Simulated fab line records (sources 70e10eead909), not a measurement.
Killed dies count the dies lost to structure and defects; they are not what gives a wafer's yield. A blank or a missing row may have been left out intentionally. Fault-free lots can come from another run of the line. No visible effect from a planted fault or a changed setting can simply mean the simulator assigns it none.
fab line records    flow nand-harc
record lots=12  wafers=36  last-day=26
route steps=1159 shown A_ONON_D1@445 A_CHANNEL_HOLE_D1@468 END@1159
lots that met no fault: taken from a fault-free run of the same line
start-h: hours from the record's first day to the start of the lot's first wafer shown    wait-h: how many hours have passed since the lot's step before this one    " identical to the entry in the row above    L1.1+2: a row that stands for several wafers    - value missing, or start not given    * or withheld: withheld    < > ~ a bound
route shown NAME@n: NAME is a module with steps in the file, n the number in the route of the first one    usual: mean/standard deviation of fault-free wafers    same: alike in all rows    chamber/n: place in a boat    sites: each site's reading    _std_site: standard deviation of those values    _edge_site: mean of outer sites minus mean of inner sites    radius-mm: for every site, how far away it sits from the centre of the wafer    mask NAME#n: copy n    behind: tool/chamber where the wafer was last shaped    hold: why the lot went on hold/how many hours it stayed there/how the hold came to an end    device: the n, p or np transistor that did not switch    end of line: tests run on the same wafers once the route is complete    a step given without rows: its recipe and nothing more    killed: dies that structure and defects cost at the first sort, which is not the same as the wafer's yield    map: shows each die of a wafer: x if killed, . if not, _ if none is there
set.NAME: the setting that was run; set.NAME@STEP: the one run at that earlier step    model.NAME: the simulator's own value behind a step, which no gauge read
one table for each step of the route and one row for each wafer, over a sample of lots
services: from which hour (start-h, from the record's first day; less than 0 if before it) a tool's chamber was out of use, for how many hours, and why
## steps
# step NHARC_A_ONON_D1_THK_MEAS_30
# recipe thk-meas-gauge=ellipsometry
# usual thk-nm=1001/7.6
lot.wafer  tool           chamber  start-h  wait-h  thk-nm
L300.1     film-metro-01  -        195.15   -       998
L300.3     "              -        "        "       998
L300.5     "              -        "        "       996
L299.3     film-metro-01  -        195.17   -       992
L299.5     "              -        "        "       993
L299.6     "              -        "        "       993
L301.2     film-metro-01  -        200.34   -       990
L301.3     "              -        "        "       993
L301.4     "              -        "        "       990
L305.1     film-metro-02  -        226.09   -       984
L305.3     "              -        "        "       984
L305.5     "              -        "        "       985
L308.2     film-metro-01  -        244.54   -       1002
L308.3     "              -        "        "       1003
L308.4     "              -        "        "       1003
L310.1     film-metro-02  -        259.25   -       1001
L310.2     "              -        "        "       1002
L310.6     "              -        "        "       1001
L311.1     film-metro-01  -        259.26   -       1001
L311.2     "              -        "        "       1002
L311.5     "              -        "        "       999
L312.1     film-metro-02  -        267.90   -       1001
L312.3     "              -        "        "       1003
L312.6     "              -        "        "       1002
L313.3     film-metro-02  -        275.96   -       994
L313.4     "              -        "        "       994
L313.5     "              -        "        "       994
L316.1     film-metro-02  -        282.69   -       998
L316.4     "              -        "        "       998
L316.6     "              -        "        "       998
L314.2     film-metro-01  -        292.27   -       1006
L314.3     "              -        "        "       1004
L314.5     "              -        "        "       1006
L318.3     film-metro-02  -        298.61   -       1012
L318.5     "              -        "        "       1012
L318.6     "              -        "        "       1012
# step NHARC_A_CHANNEL_HOLE_D1_ETCH_34
# recipe target-depth-a=1540  time-s=77  cf4-flow-sccm=100  chf3-flow-sccm=30  ar-flow-sccm=0  rf-w=500  bias-w=200  chemistry=CF4/CHF3
# usual drypump-motor-current-A=5.9/0.5  oes-product-au=0.943/0.024  rf-vpp-V=371.8/2.2  run-length-s=98.3/0.5  showerhead-plenum-p-Torr=1.61/0.061  throttle-valve-pct=16.804/0.0097
lot.wafer  tool         chamber  start-h  wait-h  drypump-motor-current-A  oes-product-au  rf-hours-counter-h  rf-vpp-V  run-length-s  showerhead-plenum-p-Torr  throttle-valve-pct
L300.3     rie-diel-09  0        200.34   -       5.3                      0.907           8                   371.4     98.8          1.64                      16.792
L300.1     "            1        "        "       6.6                      0.910           8                   373.3     97.9          1.63                      16.826
L300.5     "            1        "        "       6.6                      0.911           -                   371.9     97.7          1.63                      16.801
L299.3     rie-diel-06  3        200.82   -       6.0                      0.902           9                   366.9     98.9          1.47                      16.811
L299.6     "            0        "        "       6.4                      0.911           -                   372.9     97.8          1.60                      16.798
L299.5     "            1        "        "       6.0                      0.926           -                   366.7     98.0          1.48                      16.824
L301.3     rie-diel-06  1        204.27   -       5.9                      0.957           10                  367.2     98.3          1.48                      16.810
L301.2     "            2        "        "       5.6                      0.961           9                   369.7     98.0          1.58                      16.795
L301.4     "            0        "        "       6.4                      0.941           10                  371.1     97.6          1.60                      16.806
L305.1     rie-diel-09  3        231.61   -       5.5                      0.926           9                   373.4     98.2          1.66                      16.804
L305.3     "            1        "        "       6.6                      0.905           10                  371.9     97.7          1.63                      16.819
L305.5     "            3        "        "       5.5                      0.924           -                   374.2     98.5          1.66                      16.798
L308.2     rie-diel-05  2        250.42   -       6.3                      0.931           4                   370.4     99.1          1.63                      16.823
L308.3     "            3        "        "       5.0                      0.936           4                   372.9     98.8          1.64                      16.801
L308.4     "            1        "        "       6.3                      0.937           -                   371.8     98.2          1.66                      16.803
L310.2     rie-diel-09  1        264.59   -       6.6                      0.984           0                   373.2     97.6          1.63                      16.798
L310.1     "            3        "        "       5.5                      0.954           0                   372.5     91.4          1.66                      16.795
L310.6     "            1        "        "       6.6                      0.979           -                   372.0     97.8          1.63                      16.802
L311.2     rie-diel-09  0        266.24   -       5.4                      0.944           1                   372.8     98.9          1.64                      16.817
L311.1     "            1        "        "       6.5                      0.966           1                   372.1     91.1          1.63                      16.784
L311.5     "            1        "        "       6.5                      0.971           -                   372.2     97.6          1.63                      16.798
L312.1     rie-diel-05  2        271.82   -       6.3                      0.944           6                   371.4     98.7          1.63                      16.815
L312.3     "            0        "        "       5.6                      0.964           5                   368.0     98.0          1.49                      16.795
L312.6     "            0        "        "       5.6                      0.945           -                   367.2     97.2          1.49                      16.801
L313.3     rie-diel-09  2        280.80   -       6.2                      0.937           1                   372.5     91.4          1.66                      16.815
L313.4     "            3        "        "       5.5                      0.954           1                   373.1     98.5          1.66                      16.790
L313.5     "            0        "        "       5.3                      0.954           -                   373.3     98.3          1.64                      16.799
L316.4     rie-diel-05  3        286.74   -       5.0                      0.984           7                   372.8     99.0          1.64                      16.820
L316.1     "            1        "        "       6.3                      0.986           5                   374.2     99.0          1.66                      16.793
L316.6     "            2        "        "       6.3                      0.990           -                   372.5     98.7          1.63                      16.797
L314.3     rie-diel-05  0        296.18   -       5.6                      0.934           6                   367.6     97.7          1.49                      16.812
L314.2     "            2        "        "       6.4                      0.935           8                   372.9     99.0          1.63                      16.808
L314.5     "            0        "        "       5.6                      0.951           -                   369.2     97.8          1.49                      16.807
L318.3     rie-diel-05  0        306.06   -       5.6                      0.930           7                   368.9     97.7          1.49                      16.806
L318.5     "            2        "        "       6.4                      0.939           -                   372.9     99.0          1.63                      16.800
L318.6     "            3        "        "       5.0                      0.929           -                   373.2     99.3          1.64                      16.780
# step NHARC_A_CHANNEL_HOLE_D1_ETCH_20
# recipe bias-v=3000  source-w=withheld  pressure-mtorr=20  time-s=361.9  ar-flow-sccm=375  c4f8-flow-sccm=89.3  o2-flow-sccm=35.7  temp-c=-20  target-depth-a=16000  chemistry=C4F8/O2/Ar
# usual drypump-motor-current-A=5.8/0.47  o2-flow-sccm=35.68/0.11  run-length-s=346.9/0  showerhead-plenum-p-Torr=3.74/0.14  throttle-valve-pct=32.155/0.011
lot.wafer  tool         chamber  start-h  wait-h  drypump-motor-current-A  o2-flow-sccm  rf-hours-counter-h  run-length-s  showerhead-plenum-p-Torr  throttle-valve-pct
L300.1     har-etch-02  1        201.26   0.1     6.7                      35.58         108                 346.9         3.87                      32.144
L300.3     "            1        "        "       6.7                      35.51         -                   346.9         3.87                      32.147
L300.5     "            1        "        "       6.7                      35.55         -                   346.9         3.87                      32.156
L299.3     har-etch-01  0        201.83   0.2     5.5                      35.47         -                   346.9         3.77                      32.159
L299.5     "            1        "        "       5.6                      35.57         -                   346.9         3.82                      32.144
L299.6     "            0        "        "       5.5                      35.76         -                   346.9         3.77                      32.158
L301.2     har-etch-02  0        205.43   0.1     5.7                      35.67         112                 346.9         3.52                      32.173
L301.3     "            1        "        "       6.6                      35.77         -                   346.9         3.87                      32.144
L301.4     "            0        "        "       5.7                      35.54         -                   346.9         3.52                      32.149
L305.1     har-etch-01  1        232.47   0.1     5.6                      35.73         208                 346.9         3.82                      32.144
L305.3     "            1        "        "       5.6                      35.59         -                   346.9         3.82                      32.172
L305.5     "            0        "        "       5.5                      35.65         -                   346.9         3.77                      32.153
L308.2     har-etch-02  0        251.41   0.1     5.7                      35.42         131                 346.9         3.51                      32.144
L308.4     "            0        "        "       5.6                      35.62         -                   346.9         3.51                      32.169
L308.3     "            1        "        "       6.7                      35.54         -                   346.9         3.86                      32.146
L310.1     har-etch-02  0        265.47   0.1     5.6                      35.83         138                 346.9         3.51                      32.149
L310.2     "            1        "        "       6.6                      35.76         138                 346.9         3.85                      32.150
L310.6     "            0        "        "       5.7                      35.70         -                   346.9         3.50                      32.160
L311.1     har-etch-01  1        267.12   0.1     5.6                      35.58         229                 346.9         3.80                      32.147
L311.2     "            0        "        "       5.5                      35.58         229                 346.9         3.75                      32.162
L311.5     "            0        "        "       5.5                      35.61         -                   346.9         3.75                      32.146
L312.1     har-etch-02  0        272.87   0.1     5.7                      35.73         142                 346.9         3.50                      32.147
L312.3     "            0        "        "       5.7                      35.50         -                   346.9         3.50                      32.155
L312.6     "            0        "        "       5.7                      35.70         -                   346.9         3.50                      32.160
L313.3     har-etch-01  0        281.76   0.2     5.5                      35.81         -                   346.9         3.75                      32.140
L313.4     "            1        "        "       5.6                      35.65         -                   346.9         3.80                      32.158
L313.5     "            0        "        "       5.5                      35.63         -                   346.9         3.75                      32.150
L316.1     har-etch-02  0        287.66   0.1     5.7                      35.84         146                 346.9         3.50                      32.157
L316.4     "            1        "        "       6.6                      35.60         -                   346.9         3.85                      32.152
L316.6     "            1        "        "       6.6                      35.66         -                   346.9         3.85                      32.168
L314.2     har-etch-01  0        297.04   0.1     5.5                      35.45         237                 346.9         3.75                      32.145
L314.3     "            0        "        "       5.5                      35.71         -                   346.9         3.75                      32.175
L314.5     "            0        "        "       5.5                      35.83         -                   346.9         3.75                      32.159
L318.3     har-etch-02  1        307.15   0.2     6.6                      35.60         -                   346.9         3.85                      32.145
L318.5     "            1        "        "       6.6                      35.70         -                   346.9         3.85                      32.152
L318.6     "            0        "        "       5.7                      35.91         -                   346.9         3.50                      32.174
# step NHARC_A_CHANNEL_HOLE_D1_ETCH_25
# recipe bias-v=5000  source-w=withheld  pressure-mtorr=20  time-s=1040.2  ar-flow-sccm=375  c4f8-flow-sccm=93.8  o2-flow-sccm=31.2  temp-c=-20  target-depth-a=15000  chemistry=C4F8/O2/Ar
# usual drypump-motor-current-A=5.8/0.47  o2-flow-sccm=31.19/0.089  run-length-s=1025.2/0  showerhead-plenum-p-Torr=3.73/0.14  throttle-valve-pct=32.235/0.0091
lot.wafer  tool         chamber  start-h  wait-h  drypump-motor-current-A  o2-flow-sccm  rf-hours-counter-h  run-length-s  showerhead-plenum-p-Torr  throttle-valve-pct
L300.1     har-etch-02  1        204.14   0.7     6.7                      31.21         111                 1025.2        3.86                      32.240
L300.3     "            1        "        "       6.7                      31.32         -                   1025.2        3.87                      32.251
L300.5     "            1        "        "       6.7                      31.27         -                   1025.2        3.87                      32.245
L299.3     har-etch-01  0        204.92   0.7     5.5                      31.24         -                   1025.2        3.77                      32.224
L299.5     "            1        "        "       5.6                      31.13         -                   1025.2        3.82                      32.210
L299.6     "            0        "        "       5.5                      31.14         -                   1025.2        3.77                      32.246
L301.2     har-etch-02  0        208.31   0.7     5.7                      31.07         114                 1025.2        3.51                      32.235
L301.3     "            1        "        "       6.6                      31.07         -                   1025.2        3.86                      32.226
L301.4     "            0        "        "       5.7                      31.16         -                   1025.2        3.51                      32.263
L305.1     har-etch-01  1        235.27   0.6     5.6                      31.25         210                 1025.2        3.81                      32.226
L305.3     "            1        "        "       5.6                      31.15         -                   1025.2        3.81                      32.217
L305.5     "            0        "        "       5.5                      31.30         -                   1025.2        3.76                      32.230
L308.2     har-etch-02  0        254.19   0.6     5.6                      31.04         134                 1025.2        3.50                      32.235
L308.4     "            0        "        "       5.7                      31.14         -                   1025.2        3.50                      32.255
L308.3     "            1        "        "       6.6                      31.10         -                   1025.2        3.85                      32.231
L310.1     har-etch-02  0        268.27   0.6     5.7                      31.25         141                 1025.2        3.50                      32.232
L310.2     "            1        "        "       6.6                      31.24         141                 1025.2        3.85                      32.238
L310.6     "            0        "        "       5.7                      31.27         -                   1025.2        3.50                      32.244
L311.1     har-etch-01  1        269.90   0.6     5.6                      31.09         232                 1025.2        3.80                      32.240
L311.2     "            0        "        "       5.5                      31.13         232                 1025.2        3.75                      32.249
L311.5     "            0        "        "       5.5                      31.29         -                   1025.2        3.75                      32.244
L312.1     har-etch-02  0        275.75   0.7     5.7                      31.25         144                 1025.2        3.50                      32.222
L312.3     "            0        "        "       5.7                      31.33         -                   1025.2        3.50                      32.240
L312.6     "            0        "        "       5.6                      31.32         -                   1025.2        3.50                      32.236
L313.3     har-etch-01  0        284.75   0.7     5.5                      31.22         -                   1025.2        3.75                      32.229
L313.4     "            1        "        "       5.6                      31.20         -                   1025.2        3.79                      32.248
L313.5     "            0        "        "       5.5                      31.16         -                   1025.2        3.75                      32.238
L316.1     har-etch-02  0        290.53   0.7     5.7                      31.37         148                 1025.2        3.50                      32.231
L316.4     "            1        "        "       6.7                      31.20         -                   1025.2        3.84                      32.235
L316.6     "            1        "        "       6.7                      31.23         -                   1025.2        3.84                      32.236
L314.2     har-etch-01  0        299.84   0.6     5.5                      31.04         240                 1025.2        3.74                      32.220
L314.3     "            0        "        "       5.5                      31.03         -                   1025.2        3.74                      32.241
L314.5     "            0        "        "       5.5                      31.13         -                   1025.2        3.74                      32.242
L318.3     har-etch-02  1        310.14   0.7     6.7                      31.06         -                   1025.2        3.84                      32.240
L318.5     "            1        "        "       6.7                      31.14         -                   1025.2        3.84                      32.239
L318.6     "            0        "        "       5.7                      31.11         -                   1025.2        3.49                      32.239
# step NHARC_END_SORT_01
# recipe temp-c=25
# usual killed-at-array=27/12  killed-at-other=0.9/1.1  killed-at-periphery=3.2/2.4  killed-dies=31/12  killed-open=3.3/1.7  killed-short=2.0/1.6
# same gross-dies=677
lot.wafer  tool       chamber  start-h  wait-h  killed-at-array  killed-at-other  killed-at-periphery  killed-dies  killed-open  killed-short
L310.1     prober-01  0        586.91   2.5     112              3                4                    119          2            1
L310.2     prober-01  0        587.71   2.8     30               2                0                    32           2            2
L310.6     prober-01  0        590.90   4.0     37               0                2                    39           0            1
L311.1     prober-02  0        594.70   2.5     64               0                2                    66           2            1
L311.2     prober-02  0        595.50   2.8     34               1                2                    37           4            3
L311.5     prober-02  0        597.90   3.7     33               0                2                    35           2            1
L313.3     prober-01  0        596.30   3.1     77               1                4                    82           3            5
L313.4     prober-01  0        597.08   3.4     64               0                3                    67           2            3
L313.5     prober-01  0        597.87   3.6     54               0                3                    57           3            2
# killed by level:class
L310.1 A_CHANNEL_HOLE_D1:area-etch=92 A_SLIT:chamber-film-flake=9 A_CHANNEL_HOLE_D1:chamber-film-flake=6 P_GATE:chamber-film-flake=2 A_CONTACT:chamber-film-flake=2 THIN_TSV:chamber-film-flake=2 P_GATE:geometric-particle:open=1 A_WL_FILL:geometric-particle:open=1
L310.2 A_SLIT:chamber-film-flake=13 A_CHANNEL_HOLE_D1:chamber-film-flake=9 A_CONTACT:chamber-film-flake=2 THIN_TSV:chamber-film-flake=2 A_ONON_D1:geometric-particle:open=1 A_CHANNEL_HOLE_D1:geometric-particle:short=1 A_SGD_CUT:geometric-particle:short=1 A_CONTACT:geometric-particle:open=1
L310.6 A_SLIT:chamber-film-flake=18 A_CHANNEL_HOLE_D1:chamber-film-flake=12 A_CONTACT:chamber-film-flake=3 A_M0:chamber-film-flake=2 P_M1:geometric-particle:short=1 P_GATE:chamber-film-flake=1 A_STAIRCASE:chamber-film-flake=1 A_BLC:chamber-film-flake=1
L311.1 A_CHANNEL_HOLE_D1:area-etch=37 A_CHANNEL_HOLE_D1:chamber-film-flake=18 A_STAIRCASE:chamber-film-flake=3 A_CONTACT:chamber-film-flake=2 A_ONON_D1:geometric-particle:open=1 A_CHANNEL_FILL_D1:geometric-particle:short=1 A_CHANNEL_FILL_D1:geometric-particle:open=1 P_STI:chamber-film-flake=1
L311.2 A_CHANNEL_HOLE_D1:chamber-film-flake=23 A_CONTACT:geometric-particle:short=2 A_STAIRCASE:chamber-film-flake=2 A_ONON_D1:geometric-particle:open=1 A_STAIRCASE:geometric-particle:open=1 A_WL_FILL:geometric-particle:short=1 A_CONTACT:geometric-particle:open=1 A_M0:geometric-particle:open=1
L313.3 A_SLIT:chamber-film-flake=25 A_CHANNEL_HOLE_D1:area-etch=23 A_CHANNEL_HOLE_D1:chamber-film-flake=18 A_STAIRCASE:chamber-film-flake=4 P_M0:geometric-particle:open=2 A_CONTACT:chamber-film-flake=2 P_GATE:geometric-particle:open=1 P_GATE:geometric-particle:short=1
L313.4 A_CHANNEL_HOLE_D1:chamber-film-flake=31 A_SLIT:chamber-film-flake=20 A_STAIRCASE:chamber-film-flake=5 A_CONTACT:chamber-film-flake=3 P_GATE:geometric-particle:short=1 A_WL_FILL:geometric-particle:short=1 A_CONTACT:geometric-particle:open=1 A_BLC:geometric-particle:short=1
L313.5 A_CHANNEL_HOLE_D1:chamber-film-flake=22 A_SLIT:chamber-film-flake=19 A_CONTACT:chamber-film-flake=6 P_BONDPAD:chamber-film-flake=3 A_CONTACT:geometric-particle:open=2 A_CHANNEL_FILL_D1:geometric-particle:open=1 A_WL_FILL:geometric-particle:short=1 A_BLC:geometric-particle:short=1
L311.5 A_CHANNEL_HOLE_D1:chamber-film-flake=21 A_CONTACT:chamber-film-flake=5 A_STAIRCASE:chamber-film-flake=3 P_GATE:geometric-particle:open=1 A_ONON_D1:geometric-particle:open=1 A_WL_FILL:geometric-particle:short=1 P_GATE:chamber-film-flake=1 A_ZERO_WELL:chamber-film-flake=1
## services
tool         chamber  start-h  hours  kind
rie-diel-06  -        178.28   0.2    repair
rie-diel-05  3        180.60   3.5    repair
rie-diel-09  0        184.12   -      clean
rie-diel-09  1        184.12   -      clean
rie-diel-09  2        184.12   -      clean
rie-diel-09  3        184.12   -      clean
rie-diel-05  0        197.10   -      clean
rie-diel-05  1        197.10   -      clean
rie-diel-05  2        197.10   -      clean
rie-diel-05  3        197.10   -      clean
rie-diel-09  2        203.33   9.9    repair
rie-diel-09  3        205.37   12.2   repair
rie-diel-09  0        208.62   -      clean
rie-diel-09  1        208.62   -      clean
har-etch-01  -        226.55   1.2    repair
rie-diel-06  -        239.30   0.7    repair
rie-diel-06  -        241.20   9.0    pm
rie-diel-05  0        246.01   4.7    repair
rie-diel-09  -        254.10   9.0    pm
rie-diel-05  1        262.10   17.3   repair
rie-diel-05  1        298.42   10.8   repair
har-etch-01  -        305.26   17.0   pm
har-etch-01  0        305.26   17.0   vent-cycle
har-etch-01  1        305.26   17.0   vent-cycle
## key
first-sign step=NHARC_A_CHANNEL_HOLE_D1_ETCH_34  reading=run-length-s  direction=down  sigmas=14  usual=*  struck=*
effect step=NHARC_END_SORT_01  reading=killed-dies  direction=up  sigmas=5  usual=31  struck=89
more-kills-born-at NHARC_A_CHANNEL_HOLE_D1_ETCH_34@rie-diel-09=152
met-at NHARC_A_CHANNEL_HOLE_D1_ETCH_34
struck-lots L310,L311,L313
struck-wafers L310.1,L311.1,L313.3
tester-left-out L310,L311,L313
not-acting-at NHARC_A_ONON_D1_THK_MEAS_30,NHARC_A_CHANNEL_HOLE_D1_ETCH_20,NHARC_A_CHANNEL_HOLE_D1_ETCH_25
onset-between 231.61 264.59
fault kind=process-parameter-drift  tool=rie-diel-09  chamber=-  onset-h=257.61  steps=NHARC_A_CHANNEL_HOLE_D1_ETCH_34  channel=time-s  offset=*  shape=step  end-h=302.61  scope=struck-wafers-only  acts-in=*  stated=*
# tester-left-out: of these lots the tester's yield and bins aren't shown, on N5 and GAA mostly nor the transistor test; their killed dies are dies lost to structure and defects alone, not to doping, threshold or leakage, so they don't give the yield
